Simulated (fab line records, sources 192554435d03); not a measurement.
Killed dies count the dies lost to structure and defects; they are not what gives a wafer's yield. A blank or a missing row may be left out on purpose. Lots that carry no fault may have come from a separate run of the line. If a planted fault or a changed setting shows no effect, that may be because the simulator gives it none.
Matching of chambers || flow n5-finfet || 4 sister chambers for N5_BEOL_M10_DESCUM_16 on rie-diel-05
The step chemistry O2, time 7.9 s. 14 wafers are shown with their chamber, then 7 later ones without.

WAFERS, EACH WITH ITS CHAMBER
{"wafer": "L075.2", "chamber": 0, "throttle-valve-pct (%)": 19.74, "showerhead-plenum-p-Torr (Torr)": 2.10, "oes-product-au (a.u.)": 0.83}
{"wafer": "L075.4", "chamber": 2, "throttle-valve-pct (%)": 20.11, "showerhead-plenum-p-Torr (Torr)": 2.02, "oes-product-au (a.u.)": 0.77}
{"wafer": "L075.5", "chamber": 1, "throttle-valve-pct (%)": 20.38, "showerhead-plenum-p-Torr (Torr)": 2.05, "oes-product-au (a.u.)": 0.90}
{"wafer": "L081.1", "chamber": 1, "throttle-valve-pct (%)": 20.42, "showerhead-plenum-p-Torr (Torr)": 2.05, "oes-product-au (a.u.)": 0.87}
{"wafer": "L081.3", "chamber": 3, "throttle-valve-pct (%)": 20.55, "showerhead-plenum-p-Torr (Torr)": 2.15, "oes-product-au (a.u.)": 0.68}
{"wafer": "L081.6", "chamber": 2, "throttle-valve-pct (%)": 20.12, "showerhead-plenum-p-Torr (Torr)": 2.02, "oes-product-au (a.u.)": 0.76}
{"wafer": "L083.3", "chamber": 2, "throttle-valve-pct (%)": 20.12, "showerhead-plenum-p-Torr (Torr)": 2.02, "oes-product-au (a.u.)": 0.75}
{"wafer": "L083.4", "chamber": 3, "throttle-valve-pct (%)": 20.59, "showerhead-plenum-p-Torr (Torr)": 2.15, "oes-product-au (a.u.)": 0.69}
{"wafer": "L083.6", "chamber": 2, "throttle-valve-pct (%)": 20.15, "showerhead-plenum-p-Torr (Torr)": 2.01, "oes-product-au (a.u.)": 0.75}
{"wafer": "L085.1", "chamber": 0, "throttle-valve-pct (%)": 19.79, "showerhead-plenum-p-Torr (Torr)": 2.09, "oes-product-au (a.u.)": 0.79}
{"wafer": "L085.4", "chamber": 1, "throttle-valve-pct (%)": 20.44, "showerhead-plenum-p-Torr (Torr)": 2.04, "oes-product-au (a.u.)": 0.84}
{"wafer": "L085.6", "chamber": 3, "throttle-valve-pct (%)": 20.58, "showerhead-plenum-p-Torr (Torr)": 2.14, "oes-product-au (a.u.)": 0.67}
{"wafer": "L091.4", "chamber": 0, "throttle-valve-pct (%)": 19.80, "showerhead-plenum-p-Torr (Torr)": 2.09, "oes-product-au (a.u.)": 0.78}
{"wafer": "L091.5", "chamber": 1, "throttle-valve-pct (%)": 20.44, "showerhead-plenum-p-Torr (Torr)": 2.04, "oes-product-au (a.u.)": 0.83}

SIGNATURES (means of the wafers above)
{"reading": "throttle-valve-pct", "chamber 0": 19.7767, "chamber 1": 20.4200, "chamber 2": 20.1250, "chamber 3": 20.5733, "scatter within a chamber": 0.025}
{"reading": "showerhead-plenum-p-Torr", "chamber 0": 2.0933, "chamber 1": 2.0450, "chamber 2": 2.0175, "chamber 3": 2.1467, "scatter within a chamber": 0.00555}
{"reading": "oes-product-au", "chamber 0": 0.8000, "chamber 1": 0.8600, "chamber 2": 0.7575, "chamber 3": 0.6800, "scatter within a chamber": 0.0221}
Rule: distance of a wafer from a chamber = root of the sum over the readings of ((wafer's reading minus chamber's mean) / reading's scatter) squared. If the next closest chamber is less than 2 further off than the closest, the wafer can't be placed; otherwise it belongs to the closest. The scatter: the root of (the sum of the squares of (reading less its chamber's mean) over the shown wafers, divided by (wafers less chambers)).

WAFERS WITHOUT THEIR CHAMBER
{"wafer": "L091.6", "throttle-valve-pct (%)": 20.17, "showerhead-plenum-p-Torr (Torr)": 2.01, "oes-product-au (a.u.)": 0.73}
{"wafer": "L096.1", "throttle-valve-pct (%)": 20.17, "showerhead-plenum-p-Torr (Torr)": 2.01, "oes-product-au (a.u.)": 0.73}
{"wafer": "L096.5", "throttle-valve-pct (%)": 20.46, "showerhead-plenum-p-Torr (Torr)": 2.04, "oes-product-au (a.u.)": 0.83}
{"wafer": "L096.6", "throttle-valve-pct (%)": 20.19, "showerhead-plenum-p-Torr (Torr)": 2.00, "oes-product-au (a.u.)": 0.73}
{"wafer": "L097.1", "throttle-valve-pct (%)": 20.47, "showerhead-plenum-p-Torr (Torr)": 2.04, "oes-product-au (a.u.)": 0.82}
{"wafer": "L097.2", "throttle-valve-pct (%)": 19.80, "showerhead-plenum-p-Torr (Torr)": 2.08, "oes-product-au (a.u.)": 0.79}
{"wafer": "L097.6", "throttle-valve-pct (%)": 20.63, "showerhead-plenum-p-Torr (Torr)": 2.14, "oes-product-au (a.u.)": 0.65}

WHICH CHAMBER EACH ONE RAN IN
{"wafer": "L091.6", "from the rows above": 2, "in truth": 2}
{"wafer": "L096.1", "from the rows above": 2, "in truth": 2}
{"wafer": "L096.5", "from the rows above": 1, "in truth": 1}
{"wafer": "L096.6", "from the rows above": 2, "in truth": 2}
{"wafer": "L097.1", "from the rows above": 1, "in truth": 1}
{"wafer": "L097.2", "from the rows above": 0, "in truth": 0}
{"wafer": "L097.6", "from the rows above": 3, "in truth": 3}
Placed correctly: 7 of 7. From these rows, 0 cannot be placed. Placed wrongly: 0.
